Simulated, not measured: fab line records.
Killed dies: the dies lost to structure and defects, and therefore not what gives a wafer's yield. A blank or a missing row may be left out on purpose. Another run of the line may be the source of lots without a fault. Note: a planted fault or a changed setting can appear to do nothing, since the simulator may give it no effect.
Struck lot and sound lot, side by side + flow n5 finfet + 16 steps out of a route of 1938
Sound: wafers L637.2, L637.3, L637.5. Struck: wafers L643.3, L643.4. (L643.5 of the same lot was not struck and is left out.) The cause comes at the end.
For every step that has rows: the tool of each side, followed by ch and its chambers, followed by its first start. Under that, the readings that differ: sound wafers + struck wafers + difference of the means + sigmas: that difference in standard deviations of wafers without a fault.
alike: same words and numbers on both sides, and readings whose means sit less than 2 such deviations apart. not compared: any withheld reading, any reading some wafer has no value for, any bound like >300 that may hide the same value, and any number with overlapping values for which the record gives no deviation.
The two part at a step that has a row with sigmas, a row that says differs or no value, or rows on one side only. Numbers that have no deviation but don't overlap get no sigmas and don't part them. Lack of a reading on every wafer of one side parts them only where that side has two or more wafers.

first, 3 steps without rows for these wafers: N5_BEOL_M0_SAQP_EXPOSE_11 (exposes mask M0 CORE, target cd 42 nm); N5_BEOL_M0_SAQP_PEB_12 (peb time 60 s); N5_BEOL_M0_SAQP_DEVELOP_13 (develop time 30 s).
N5_BEOL_M0_SAQP_CD_MEAS_14: the cd target is 42.5 nm.
  sound on cd sem-02 ch 0, day 6 19:27; struck on cd sem-01 ch 0, day 8 09:35
  alike: cd nm
N5_BEOL_M0_SAQP_OVL_MEAS_15:
  sound on overlay-02 ch 0, day 6 19:29; struck on overlay-02 ch 0, day 8 09:37
  alike: M0_CORE_OVL
N5_BEOL_M0_SAQP_INSPECT_16: inspects for defects (brightfield).
  struck on defect inspect-01, day 8 09:38; sound on defect inspect-01, day 6 19:31
  alike: raw defect count
N5_BEOL_M0_SAQP_DESCUM_19: chemistry O2, time 7.9 s.
  sound on rie diel-02 ch 0,3, day 6 19:34; struck on rie diel-06 ch 2,3, day 8 09:50
  alike: drypump motor current A, o2 flow sccm, oes product au, rf vpp V, showerhead plenum p Torr, throttle valve pct
  not compared: rf hours counter h
N5_BEOL_M0_SAQP_ETCH_83: etches SiARC in CF4, target depth 39 nm, time 65 s.
  sound on rie diel-02 ch 0,3, day 6 19:36; struck on rie diel-06 ch 2,3, day 8 09:52
  alike: cf4 flow sccm, drypump motor current A, etch rf on time s, oes product au, rf vpp V, showerhead plenum p Torr, throttle valve pct
  not compared: rf hours counter h
N5_BEOL_M0_SAQP_ETCH_84: etches SOC in N2/H2, target depth 100 nm, overetch 20 nm, time 150 s.
  sound on rie diel-02 ch 0,3, day 6 19:39; struck on rie diel-06 ch 2,3, day 8 09:55
  alike: drypump motor current A, oes product au, rf vpp V, showerhead plenum p Torr, throttle valve pct
  not compared: rf hours counter h
then, 1 step without rows for these wafers: N5_BEOL_M0_SAQP_STRIP_80 (strips in N2/H2).
N5_BEOL_M0_SAQP_HM_OPEN_112: chemistry CHF3/O2, target SiO2, stops on a-Si, target depth 12 nm, time 13.5 s.
  sound on rie diel-02 ch 0,3, day 6 19:45; struck on rie diel-06 ch 2,3, day 8 10:02
  alike: drypump motor current A, oes_o_777_au, oes product au, rf vpp V, showerhead plenum p Torr, throttle valve pct
  not compared: rf hours counter h
then, 1 step without rows for these wafers: N5_BEOL_M0_SAQP_STRIP_113 (strips in CHF3/O2).
N5_BEOL_M0_SAQP_MANDREL_ETCH_20: etches a-Si in HBr/Cl2, stops on SiNx, target depth 60 nm, bt time 10 s, time 30 s.
  sound on rie si-05 ch 0,1,3, day 6 19:50; struck on rie si-05 ch 1, day 8 10:07
| reading        | sound       | struck          | difference | sigmas |
|----------------|-------------|-----------------|------------|--------|
| over etch frac | 0.5 0.5 0.5 | 0.51259 0.51259 | +0.01259   |        |
  alike: drypump motor current A, oes product au, throttle valve pct
  not compared: rf hours counter h
N5_BEOL_M0_SAQP_STRIP_86: strips in N2/H2.
  sound on rie diel-02 ch 0,2, day 6 19:56; struck on rie diel-06 ch 2,3, day 8 10:13
  alike: drypump motor current A, oes product au, rf vpp V, showerhead plenum p Torr, throttle valve pct
  not compared: rf hours counter h
-- the record jumps here: 2 days lie between the struck wafers' starts before and after (it left off in module BEOL_M0_SAQP and takes up again in module BEOL_M4, whose first step shown is number 1111 of the route) --
N5_BEOL_M4_RC_MEAS_101:
  sound on prober-02 ch 0, day 9 07:56; struck on prober-02 ch 0, day 10 17:17
  alike: DIBL_N, DIBL_P, IOFF_N, IOFF_P, ION_N, ION_P, SS_N, SS_P, VT_N, VT_P
N5_PASSIVATION_PROBE_49:
  rows exist in the record for the sound wafers here (prober-01, day 13 17:20), none for the struck ones

== WHERE THEY PART ==
N5_PASSIVATION_PROBE_49 only, going by this record.

WHY: what the simulator had put in
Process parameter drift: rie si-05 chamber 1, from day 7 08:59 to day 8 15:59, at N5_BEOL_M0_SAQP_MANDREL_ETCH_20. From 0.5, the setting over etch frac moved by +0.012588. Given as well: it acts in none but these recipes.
